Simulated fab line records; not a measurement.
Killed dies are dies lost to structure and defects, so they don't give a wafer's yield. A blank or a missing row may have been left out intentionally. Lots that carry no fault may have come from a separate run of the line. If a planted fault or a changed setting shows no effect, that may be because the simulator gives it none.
Split-lot experiment | flow n5 finfet | 39 wafers read across 7 lots, on a route 1938 steps long

== THE SPLIT ==
At N5_MOL_CONTACT_COAG_SPUTTER_130 (material Co, target thk 47.5 nm), the setting power w was moved away from the recipe's 3000 W on 12 of the 39 wafers read, by -19.0% to +11.8%. All remaining wafers had this setting at the recipe value.

Reading taken at the split's own step.

== THE READING ==
Co_of_MOL_CONTACT_COAG_SPUTTER_130.thk nm (the simulator's own value, which no gauge read), in nm, at N5_MOL_CONTACT_COAG_SPUTTER_130 (material Co, target thk 47.5 nm). No usual value for it is given in the file. Across the 27 wafers here that went through the recipe, the average is 47.5 nm and the standard deviation 0.28 nm.

wafer  | tool, chamber at the split | power w as run, W | against the recipe | Co_of_MOL_CONTACT_COAG_SPUTTER_130.thk nm, nm | against lot-mates on the recipe
L075.1 | pvd sputter-02, -          | 2431              | -19.0%             | 38.6                                          | -8.7
L075.2 | pvd sputter-02, -          | 3000              | recipe             | 47.2                                          | -
L075.3 | pvd sputter-02, -          | 2431              | -19.0%             | 37.8                                          | -9.5
L075.4 | pvd sputter-02, -          | 3000              | recipe             | 47.4                                          | -
L075.5 | pvd sputter-02, -          | 3000              | recipe             | 47.4                                          | -
L075.6 | pvd sputter-02, -          | 2431              | -19.0%             | 38.2                                          | -9.1
L079.1 | pvd sputter-01, -          | 3000              | recipe             | 47                                            | -
L079.2 | pvd sputter-01, -          | 3000              | recipe             | 47.2                                          | -
L079.5 | pvd sputter-01, -          | 3000              | recipe             | 47.2                                          | -
L079.6 | pvd sputter-01, -          | 3000              | recipe             | 47.2                                          | -
L079.3 | pvd sputter-01, -          | 3000              | recipe             | 47.4                                          | -
L079.4 | pvd sputter-01, -          | 3000              | recipe             | 47.6                                          | -
L084.1 | pvd sputter-03, -          | 3000              | recipe             | 47.6                                          | -
L084.2 | pvd sputter-03, -          | 2535              | -15.5%             | 40.8                                          | -6.9
L084.3 | pvd sputter-03, -          | 3000              | recipe             | 47.4                                          | -
L084.4 | pvd sputter-03, -          | 3000              | recipe             | 48                                            | -
L084.5 | pvd sputter-03, -          | 2535              | -15.5%             | 40.6                                          | -7.1
L084.6 | pvd sputter-03, -          | 2535              | -15.5%             | 40.2                                          | -7.5
L088.1 | pvd sputter-01, -          | 3257              | +8.6%              | 51.8                                          | +4.3
L088.2 | pvd sputter-01, -          | 3000              | recipe             | 47.4                                          | -
L088.6 | pvd sputter-01, -          | 3000              | recipe             | 47.4                                          | -
L088.3 | pvd sputter-01, -          | 3257              | +8.6%              | 51.6                                          | +4.1
L088.4 | pvd sputter-01, -          | 3257              | +8.6%              | 51.4                                          | +3.9
L088.5 | pvd sputter-01, -          | 3000              | recipe             | 47.6                                          | -
L090.1 | pvd sputter-01, -          | 3000              | recipe             | 47.8                                          | -
L090.4 | pvd sputter-01, -          | 3000              | recipe             | 47.8                                          | -
L090.5 | pvd sputter-01, -          | 3000              | recipe             | 47.8                                          | -
L090.6 | pvd sputter-01, -          | 3000              | recipe             | 47.8                                          | -
L090.2 | pvd sputter-01, -          | 3000              | recipe             | 48                                            | -
L090.3 | pvd sputter-01, -          | 3000              | recipe             | 47.6                                          | -
L093.1 | pvd sputter-02, -          | 3353              | +11.8%             | 53.6                                          | +5.9
L093.2 | pvd sputter-02, -          | 3353              | +11.8%             | 53.6                                          | +5.9
L093.3 | pvd sputter-02, -          | 3000              | recipe             | 47.6                                          | -
L093.4 | pvd sputter-02, -          | 3000              | recipe             | 47.4                                          | -
L093.5 | pvd sputter-02, -          | 3353              | +11.8%             | 53.4                                          | +5.7
L093.6 | pvd sputter-02, -          | 3000              | recipe             | 48.2                                          | -
L097.1 | pvd sputter-01, -          | 3000              | recipe             | 47.6                                          | -
L097.2 | pvd sputter-01, -          | 3000              | recipe             | 47.4                                          | -
L097.5 | pvd sputter-01, -          | 3000              | recipe             | 47.4                                          | -

THE FIT
A straight line over all 39 wafers: Co_of_MOL_CONTACT_COAG_SPUTTER_130.thk nm changes by +0.482 nm for each +1% of power w; r = +1.00; the points scatter about the line by 0.32 nm.
The same after taking each lot's own level away (the mean of its wafers on the recipe; 39 wafers): +0.478 nm for each +1%; r = +1.00; scatter 0.22 nm.
According to that fit, moving power w by its largest amount changes the reading by 9.1 nm.
From 47.27 to 47.80 nm: that is the span of the lots' own levels, equal to 1.9 times the standard deviation above.
The two slopes agree, so the slope changes little with the lot-to-lot level.
Check: -9.09 nm against its lot-mates is what the line predicts for one of the wafers moved furthest among these (-19.0%) when that wafer is left out of the fit. Against them it came out at -8.73 nm.

== OTHER SPLITS APPLIED TO THESE WAFERS ==
These wafers also went through other splits before the reading. Each is held against what the fit with the lots' levels taken away leaves over:
other split on the same wafers | wafers away from the commonest value | r with Co_of_MOL_CONTACT_COAG_SPUTTER_130.thk nm (lot level and that fit taken away)
N5_GATE_CUT_EXPOSE_10 dose mj  | 15                                   | -0.01

== FILE'S OWN FIT ==
Co_of_MOL_CONTACT_COAG_SPUTTER_130.thk nm changes by +0.477 nm for each +1% of power w, r = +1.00.
